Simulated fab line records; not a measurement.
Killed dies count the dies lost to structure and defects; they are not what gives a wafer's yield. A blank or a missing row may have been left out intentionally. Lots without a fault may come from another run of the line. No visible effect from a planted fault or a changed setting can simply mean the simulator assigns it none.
fab line records	flow n5_finfet
[record] lots = 7	wafers = 19	last_day = 20
route steps=1938 shown HKMG_FIN@445
lots untouched by any fault: they come from a run of this same line in which no faults occurred
start_h: start of the lot's first displayed wafer, in hours after the record's first day	wait_h: time in hours since the lot's previous step	" same as the row above	L1.1+2: a row that stands for several wafers	- no value, or no start was given	* or withheld: withheld	< > ~ a bound
route shown NAME@n: NAME is a module with steps in the file, n the number in the route of the first one	usual: mean/standard deviation of fault-free wafers	same: alike in all rows	chamber/n: place in a boat	sites: per-site readings	_std_site: the standard deviation of these	_edge_site: mean of outer sites minus mean of inner sites	radius_mm: for every site, how far away it sits from the centre of the wafer	mask NAME#n: copy n	behind: the tool/chamber that last shaped the wafer	hold: why the lot went on hold/how many hours it stayed there/how the hold came to an end	device: transistor that didn't switch, given as n, p or np	end of line: tests run on the same wafers once the route is complete	for a step that has no rows: nothing shown but its recipe	killed: dies lost to structure and defects at the first sort, not the wafer's yield	map: shows each die of a wafer: x if killed, . if not, _ if none is there
set.NAME: the setting that was run; set.NAME@STEP: the one run at that earlier step	model.NAME: the simulator's own value behind a step, which no gauge read
lots seen at some steps along the route; tables by step, rows by wafer
services: from which hour (start_h, from the record's first day; less than 0 if before it) a tool's chamber was out of use, for how many hours, and why
[[steps]]
[step N5_HKMG_FIN_STRIP_89]
[recipe] chemistry = N2/H2	material = SOC	time_s = 20	power_w = 500	temp_c = 40	pressure_mtorr = 50	rf_frequency_hz = 6e+07	bias_power_w = 8	h2_frac = 0.5	n2_flow_sccm = 300	h2_flow_sccm = 300
[usual] drypump_motor_current_A = 5.6/0.53	oes_product_au = 0.83/0.092	rf_vpp_V = 54.3/0.93	showerhead_plenum_p_Torr = 3.40/0.14	throttle_valve_pct = 19.0/0.3
lot.wafer	tool	chamber	start_h	wait_h	drypump_motor_current_A	oes_product_au	rf_hours_counter_h	rf_vpp_V	showerhead_plenum_p_Torr	throttle_valve_pct
L262.1	rie_diel-04	3	117.36	0.0	6.1	0.69	235	54.4	3.18	19.1
L262.4	"	0	"	"	5.4	0.92	17	54.6	3.30	18.8
L262.5	"	1	"	"	5.1	0.96	-	54.7	3.59	19.1
L268.2	rie_diel-01	3	150.08	0.0	6.3	0.91	19	56.0	3.30	19.1
L268.3	"	1	"	"	5.1	0.90	26	54.4	3.57	18.9
L268.6	"	0	"	"	5.8	0.81	-	53.7	3.38	18.7
L270.3	rie_diel-04	1	169.53	0.0	5.1	0.90	17	55.2	3.58	19.1
L270.6	"	1	"	"	5.1	0.90	-	53.7	3.58	19.1
L274.1	rie_diel-01	0	184.62	0.0	5.8	0.81	95	52.8	3.38	18.7
L274.3	"	2	"	"	5.3	0.91	21	54.6	3.57	18.8
L276.1	rie_diel-01	3	197.40	0.0	6.3	0.89	36	54.5	3.29	19.1
L276.3	"	2	"	"	5.3	0.90	26	56.7	3.56	18.8
L276.6	"	2	"	"	5.3	0.90	-	53.1	3.56	18.8
L277.2	rie_diel-03	1	204.71	0.0	6.5	0.84	72	53.9	3.55	19.1
L277.4	"	3	"	"	4.9	0.71	209	55.2	3.46	19.6
L277.5	"	2	"	"	5.3	0.71	-	52.9	3.20	19.4
L279.3	rie_diel-03	0	234.28	0.0	5.5	0.95	20	54.0	3.28	18.4
L279.4	"	3	"	"	4.9	0.71	220	55.5	3.45	19.7
L279.6	"	1	"	"	6.5	0.84	-	54.8	3.54	19.1
[step N5_HKMG_FIN_WET_ETCH_87]
[recipe] chemistry = SC1	target = TiN	mix = 1:2:40	temp_c = 50	time_s = 154.2	target_depth_nm = 4.7	dry = ipa_marangoni	rinse_time_s = 30	rinse_temp_c = 23
[step N5_HKMG_FIN_STRIP_88]
[recipe] chemistry = N2/H2	power_w = 2500	temp_c = 300	h2_frac = 0.65	time_s = 360	pressure_mtorr = withheld	n2_flow_sccm = 1750	h2_flow_sccm = 3250
[usual] drypump_motor_current_A = 5.9/0.51	heater_power_w = 484/72
lot.wafer	tool	chamber	start_h	wait_h	drypump_motor_current_A	heater_power_w	rf_hours_counter_h
L262.1	plasma_asher-01	0	117.55	0.0	6.0	384	98
L262.4	"	0	"	"	6.1	374	-
L262.5	"	1	"	"	6.5	485	-
L268.2	plasma_asher-02	1	150.28	0.0	5.8	579	48
L268.3	"	0	"	"	5.1	478	-
L268.6	"	0	"	"	5.1	497	-
L270.3	plasma_asher-01	0	169.83	0.1	6.0	373	-
L270.6	"	0	"	"	6.0	379	-
L274.1	plasma_asher-02	0	184.81	0.0	5.1	494	57
L274.3	"	1	"	"	5.9	574	-
L276.1	plasma_asher-01	1	197.59	0.0	6.5	494	113
L276.3	"	1	"	"	6.6	486	-
L276.6	"	1	"	"	6.5	498	-
L277.2	plasma_asher-02	1	204.91	0.0	5.8	586	60
L277.4	"	0	"	"	5.1	493	-
L277.5	"	0	"	"	5.1	480	-
L279.3	plasma_asher-01	1	234.76	0.3	6.5	494	-
L279.4	"	0	"	"	6.0	368	-
L279.6	"	0	"	"	6.1	384	-
[step N5_HKMG_FIN_NWFM_ALD_20]
[recipe] material = TiAlC	target_thk_a = 20	temp_c = 300	ald_precursor_family = TiCl4	ald_co_reactant = TEA	pulse_time_s = 3	purge_time_s = 2	co_reactant_purge_time_s = 2	co_reactant_pulse_time_s = 10	ald_cycles = 7	pressure_torr = 3
[usual] ald_cycles = 7/0	heater_power_w = 520/44	precursor_pulse_height_rel = 1.001/0.02
lot.wafer	tool	chamber	start_h	wait_h	ald_cycles	heater_power_w	precursor_pulse_height_rel
L262.1	ald_metal-01	0	117.93	0.3	7	475	1.026
L262.4	"	3	"	"	7	463	1.007
L262.5	"	3	"	"	7	468	0.994
L268.2	ald_metal-02	2	150.66	0.3	7	551	1.014
L268.3	"	3	"	"	7	544	1.012
L268.6	"	0	"	"	7	582	1.029
L270.3	ald_metal-02	1	170.10	0.1	7	511	0.977
L270.6	"	1	"	"	7	506	1.026
L274.1	ald_metal-01	1	185.20	0.3	7	484	1.030
L274.3	"	0	"	"	7	484	1.000
L276.1	ald_metal-02	2	197.97	0.3	7	544	1.023
L276.3	"	1	"	"	7	504	0.995
L276.6	"	1	"	"	7	508	1.001
L277.2	ald_metal-02	3	205.29	0.3	7	524	0.993
L277.4	"	1	"	"	7	512	0.995
L277.5	"	0	"	"	7	584	0.969
L279.3	ald_metal-01	2	235.02	0.1	7	551	1.001
L279.4	"	1	"	"	7	490	1.014
L279.6	"	0	"	"	7	472	1.018
[step N5_HKMG_FIN_ALD_71]
[recipe] material = TiN	target_thk_a = 10	temp_c = 400	ald_precursor_family = TiCl4	ald_co_reactant = NH3	pulse_time_s = 1	purge_time_s = 3	co_reactant_purge_time_s = 2	co_reactant_pulse_time_s = 2	ald_cycles = 47	pressure_torr = 3
[step N5_HKMG_FIN_COAT_66]
[recipe] resist = SOC	temp_c = 250	time_s = 60	spin_rpm = 1500	resist_thk_nm = 300
[step N5_HKMG_FIN_ETCH_67]
[recipe] chemistry = N2/H2	target = SOC	target_depth_a = 3889	stop_on = TiN	ion_energy_ev = 100	bias_w = 61	pressure_mtorr = 30	source_w = 850	n2_flow_sccm = 200	h2_flow_sccm = 200
[step N5_HKMG_FIN_STRIP_90]
[recipe] chemistry = N2/H2	material = SOC	time_s = 20	power_w = 500	temp_c = 40	pressure_mtorr = 50	rf_frequency_hz = 6e+07	bias_power_w = 8	h2_frac = 0.5	n2_flow_sccm = 300	h2_flow_sccm = 300
[step N5_HKMG_FIN_WET_ETCH_73]
[recipe] chemistry = SC1	mix = 1:2:40	temp_c = 50	time_s = 42.3	target_depth_nm = 1.3	dry = ipa_marangoni	rinse_time_s = 30	rinse_temp_c = 23
[step N5_HKMG_FIN_ETCHBACK_68]
[recipe] chemistry = Cl2/Ar	stop_on = HfO2	target_depth_a = 5	pressure_mtorr = 10	icp_w = 600	bias_w = 60	Cl2_flow_sccm = 40	Ar_flow_sccm = 60
[step N5_HKMG_FIN_STRIP_69]
[recipe] chemistry = N2/H2	power_w = 2500	temp_c = 300	h2_frac = 0.65	time_s = 360	pressure_mtorr = withheld	n2_flow_sccm = 1750	h2_flow_sccm = 3250
[usual] drypump_motor_current_A = 5.8/0.51	heater_power_w = 495/70
lot.wafer	tool	chamber	start_h	wait_h	drypump_motor_current_A	heater_power_w	rf_hours_counter_h
L262.1	plasma_asher-02	0	118.82	0.1	5.1	482	44
L262.4	"	0	"	"	5.1	483	-
L262.5	"	0	"	"	5.1	491	-
L268.2	plasma_asher-02	0	151.54	0.1	5.1	484	49
L268.3	"	1	"	"	5.8	568	-
L268.6	"	1	"	"	5.8	579	-
L270.3	plasma_asher-02	1	171.02	0.2	5.9	570	-
L270.6	"	1	"	"	5.8	582	-
L274.1	plasma_asher-02	1	186.06	0.1	5.8	580	57
L274.3	"	0	"	"	5.1	483	-
L276.1	plasma_asher-02	0	198.77	0.1	5.1	491	59
L276.3	"	1	"	"	5.8	578	-
L276.6	"	1	"	"	5.8	580	-
L277.2	plasma_asher-02	1	206.40	0.2	5.8	583	61
L277.4	"	1	"	"	5.9	572	-
L277.5	"	0	"	"	5.1	479	-
L279.3	plasma_asher-01	0	235.97	0.2	6.0	374	-
L279.4	"	1	"	"	6.6	509	-
L279.6	"	1	"	"	6.5	503	-
[step N5_HKMG_FIN_ALD_21]
[recipe] material = TiN	target_thk_a = 15	temp_c = 400	ald_precursor_family = TiCl4	ald_co_reactant = NH3	pulse_time_s = 1	purge_time_s = 3	co_reactant_purge_time_s = 2	co_reactant_pulse_time_s = 2	ald_cycles = 68	pressure_torr = 3
[usual] ald_cycles = 68/0	heater_power_w = 883/89	precursor_pulse_height_rel = 0.998/0.019
lot.wafer	tool	chamber	start_h	wait_h	ald_cycles	heater_power_w	precursor_pulse_height_rel
L262.1	ald_metal-01	2	119.21	0.3	68	987	0.976
L262.4	"	3	"	"	68	828	0.988
L262.5	"	2	"	"	68	979	0.999
L268.2	ald_metal-01	3	151.93	0.3	68	826	1.008
L268.3	"	2	"	"	68	968	1.010
L268.6	"	2	"	"	68	963	1.009
L270.3	ald_metal-02	1	171.28	0.1	68	920	1.007
L270.6	"	3	"	"	68	955	0.998
L274.1	ald_metal-03	2	186.45	0.3	68	704	0.990
L274.3	"	0	"	"	68	840	1.010
L276.1	ald_metal-03	2	199.16	0.3	68	696	1.000
L276.3	"	3	"	"	68	793	1.027
L276.6	"	3	"	"	68	792	0.998
L277.2	ald_metal-02	2	206.78	0.3	68	973	1.016
L277.4	"	0	"	"	68	1027	0.979
L277.5	"	2	"	"	68	992	0.985
L279.3	ald_metal-01	1	236.25	0.2	68	888	1.008
L279.4	"	2	"	"	68	994	1.009
L279.6	"	0	"	"	68	836	1.019
[step N5_HKMG_FIN_ALD_72]
[recipe] material = W	target_thk_a = 20	temp_c = 300	pressure_torr = 7.5	ald_precursor_family = WF6	ald_co_reactant = B2H6	pulse_time_s = 1	purge_time_s = 2	co_reactant_purge_time_s = 2	co_reactant_pulse_time_s = 3	ald_cycles = 7
[usual] ald_cycles = 7/0	heater_power_w = 472/45	precursor_pulse_height_rel = 0.999/0.019
lot.wafer	tool	chamber	start_h	wait_h	ald_cycles	heater_power_w	precursor_pulse_height_rel	model.W_of_HKMG_FIN_ALD_72.thk_nm
L262.1	cvd_w-02	0	119.57	0.2	7	501	1.017	2
L262.4	"	1	"	"	7	347	1.029	2
L262.5	"	0	"	"	7	502	0.990	2
L268.2	cvd_w-02	0	152.29	0.2	7	515	0.979	2
L268.3	"	1	"	"	7	356	0.997	2
L268.6	"	0	"	"	8	494	0.988	2.2
L270.3	cvd_w-02	0	171.66	0.2	7	496	1.009	2
L270.6	"	1	"	"	8	355	0.999	2.2
L274.1	cvd_w-02	1	186.81	0.2	8	350	0.983	2.4
L274.3	"	0	"	"	7	514	0.985	2
L276.1	cvd_w-01	1	199.52	0.2	7	476	1.033	1.8
L276.3	"	0	"	"	7	493	0.994	1.8
L276.6	"	1	"	"	7	487	1.006	1.8
L277.2	cvd_w-01	0	207.15	0.2	7	498	0.977	2
L277.4	"	0	"	"	7	492	1.014	2
L277.5	"	0	"	"	7	491	1.013	2
L279.3	cvd_w-01	1	236.63	0.2	7	483	1.001	2
L279.4	"	0	"	"	7	504	0.991	1.8
L279.6	"	1	"	"	7	484	0.998	1.8
[step N5_HKMG_FIN_W_FILL_22]
[recipe] material = W	target_thk_a = 600	temp_c = 400	pressure_torr = 39.4	time_s = 18.2
[[services]]
tool	chamber	start_h	hours	kind
ald_metal-03	-	94.92	1.5	repair
cvd_w-02	-	97.32	1.4	repair
rie_diel-04	3	103.26	4.3	repair
ald_metal-03	-	122.97	14.6	pm
rie_diel-01	-	129.43	10.9	repair
ald_metal-01	-	131.21	2.1	repair
rie_diel-04	3	138.33	9.4	repair
rie_diel-01	2	143.52	8.2	repair
ald_metal-02	1	147.15	6.2	repair
cvd_w-02	-	148.83	2.7	pm
rie_diel-03	0	165.44	-	clean
rie_diel-03	0	165.44	-	consumable_replace:focus_ring
rie_diel-03	0	165.44	20.8	scheduled_down
rie_diel-03	0	165.44	20.8	vent_cycle
cvd_w-01	-	171.28	0.3	repair
ald_metal-03	-	182.19	4.0	repair
rie_diel-04	3	182.81	-	clean
rie_diel-04	3	182.81	-	consumable_replace:focus_ring
rie_diel-04	3	182.81	-	consumable_replace:showerhead
rie_diel-04	3	182.81	17.6	scheduled_down
rie_diel-04	3	182.81	17.6	vent_cycle
ald_metal-03	1	216.19	3.5	repair
ald_metal-01	3	230.30	46.8	repair
cvd_w-01	-	234.45	1.2	repair
[[key]]
[first_sign] step = N5_HKMG_FIN_ALD_72	reading = ald_cycles	direction = up	sigmas = 99+	usual = *	struck = *
effect none on later readings
[model_effect] step = N5_HKMG_FIN_ALD_72	value = W_of_HKMG_FIN_ALD_72.thk_nm	without = 1.933	struck = 2.267
met_at N5_HKMG_FIN_ALD_72
struck_wafers L268.6,L270.6,L274.1
tester_left_out L268,L270,L274
onset_between 119.57 152.29
[fault] kind = process_parameter_drift	tool = cvd_w-02	chamber = -	onset_h = 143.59	steps = N5_HKMG_FIN_ALD_72	channel = ald_cycles	offset = *	shape = step	end_h = 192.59	scope = struck_wafers_only	stated = *
// tester_left_out: of these lots the tester's yield and bins aren't shown, on N5 and GAA mostly nor the transistor test; their killed dies are dies lost to structure and defects alone, not to doping, threshold or leakage, so they don't give the yield
